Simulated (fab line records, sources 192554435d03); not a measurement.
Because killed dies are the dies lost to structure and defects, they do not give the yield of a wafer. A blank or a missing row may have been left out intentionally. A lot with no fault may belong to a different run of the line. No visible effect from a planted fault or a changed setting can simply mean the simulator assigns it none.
A struck lot beside a sound one / flow n5_finfet / 16 out of 1938 route steps
Sound: the wafers L650.1, L650.2, L650.3. The struck wafers were L667.3, L667.4, L667.5. At the end, the cause is stated.
At each step with rows: each side's tool, then ch and its chambers, then its first start. Under that, the readings that differ: sound wafers / struck wafers / difference of the means / sigmas: that difference in standard deviations of wafers without a fault.
alike: words and numbers the same on both sides, and readings whose means are apart by under 2 such deviations; not compared: readings that were withheld, readings missing a value for some wafer, numbers with overlapping values and no deviation given by the record, and bounds like >300 which may hide the same value.
The two part at a step that has a row with sigmas, a row that says differs or no value, or rows on one side only. Numbers that have no deviation but don't overlap get no sigmas and don't part them. A reading that every wafer of one side lacks parts them only if that side has two wafers or more.

first, 1 step without rows for these wafers: N5_BEOL_M0_SAQP_DEVELOP_39 (develop time 30 s).
N5_BEOL_M0_SAQP_CD_MEAS_40 targets a cd of 30 nm.
  sound on cd_sem-01 ch 0, day 5 14:47; struck on cd_sem-03 ch 0, day 9 23:26
  alike: cd_nm
N5_BEOL_M0_SAQP_OVL_MEAS_41:
  sound on overlay-02 ch 0, day 5 14:50; struck on overlay-02 ch 0, day 9 23:28
  alike: M0_CUT1_OVL
N5_BEOL_M0_SAQP_INSPECT_42: inspects for defects (brightfield).
  sound on defect_inspect-02 at day 5 14:53; struck on defect_inspect-01 at day 9 23:31
  alike: raw_defect_count
N5_BEOL_M0_SAQP_DESCUM_45: chemistry O2, time 7 s.
  sound on rie_diel-01 ch 0,1,2, day 5 14:55; struck on rie_diel-06 ch 0,3, day 9 23:44
  alike: chamber_pressure_mTorr, drypump_motor_current_A, oes_product_au, rf_vpp_V, showerhead_plenum_p_Torr, throttle_valve_pct
  not compared: rf_hours_counter_h
N5_BEOL_M0_SAQP_ETCH_88: etches underlayer in N2/H2, target depth 6.5 nm, time 5.2 s.
  sound on rie_diel-01 ch 0,1,2, day 5 14:57; struck on rie_diel-06 ch 0,3, day 9 23:46
  alike: chamber_pressure_mTorr, drypump_motor_current_A, etch_rf_on_time_s, oes_product_au, rf_vpp_V, showerhead_plenum_p_Torr, throttle_valve_pct
  not compared: rf_hours_counter_h
then, 1 step without rows for these wafers: N5_BEOL_M0_SAQP_ETCH_73 (etches SiARC in CF4, target depth 19.5 nm, time 32.5 s).
N5_BEOL_M0_SAQP_CUT_ETCH_46: etches SOC in N2/H2, target depth 135 nm, overetch 27 nm, time 202.5 s.
  sound on rie_diel-01 ch 0,1,2, day 5 15:00; struck on rie_diel-06 ch 0,3, day 9 23:49
  alike: chamber_pressure_mTorr, drypump_motor_current_A, rf_vpp_V, showerhead_plenum_p_Torr, throttle_valve_pct
  not compared: rf_hours_counter_h
then, 2 steps without rows for these wafers: N5_BEOL_M0_SAQP_STRIP_74 (strips in N2/H2); N5_BEOL_M0_SAQP_STRIP_89 (strips in N2/H2).
N5_BEOL_M0_SAQP_ALD_48: deposits SiO2, target thk 20 nm, pulse time 1 s, co reactant pulse time 1 s.
  sound on ald_sin-01 ch 1,2,3, day 5 15:12; struck on ald_sin-02 ch 0,2, day 10 00:01
  alike: chamber_pressure_Torr, heater_power_w, precursor_pulse_height_rel
N5_BEOL_M0_SAQP_ETCH_49: etches SiO2 in CF4/O2, target depth 37 nm.
  sound on rie_diel-01 ch 0,1,2, day 5 15:44; struck on rie_diel-06 ch 2,3, day 10 00:33
  alike: chamber_pressure_mTorr, drypump_motor_current_A, oes_product_au, rf_vpp_V, showerhead_plenum_p_Torr, throttle_valve_pct
  not compared: rf_hours_counter_h
N5_BEOL_M0_SAQP_STRIP_75: strips in CF4.
  sound on rie_diel-01 ch 0,1,2, day 5 15:50; struck on rie_diel-06 ch 2,3, day 10 00:39
  no value came back on the struck wafers for any of 9 readings (bias_power_w (W), cf4_flow_sccm (sccm) and others); on the sound wafers bias_power_w (W) reads 75.18 75.24 74.76
then, 1 step without rows for these wafers: N5_BEOL_M0_CUTY_COAT_50 (time 60 s, resist thk 15 nm).
-- a jump in the record: the struck wafers' starts before and after are 2 days apart (it breaks off in module BEOL_M0_CUTY and resumes in module BEOL_M4, where the first step shown is number 1111 of the route) --
N5_BEOL_M4_RC_MEAS_101:
  sound on prober-01 ch 0, day 7 11:28; struck on prober-02 ch 0, day 12 09:02
  alike: DIBL_N, DIBL_P, IOFF_N, IOFF_P, ION_N, ION_P, SS_N, SS_P, VT_N, VT_P
following that, these wafers have no rows for 1 step: N5_PASSIVATION_PROBE_49.

== WHERE THEY PART ==
N5_BEOL_M0_SAQP_STRIP_75 only, going by this record. Later steps at which nothing parts them and some readings are alike: N5_BEOL_M4_RC_MEAS_101.

WHY: what the simulator had put in
At N5_BEOL_M0_SAQP_STRIP_75, the step was skipped entirely on rie_diel-06 from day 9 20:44 on. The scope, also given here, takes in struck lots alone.
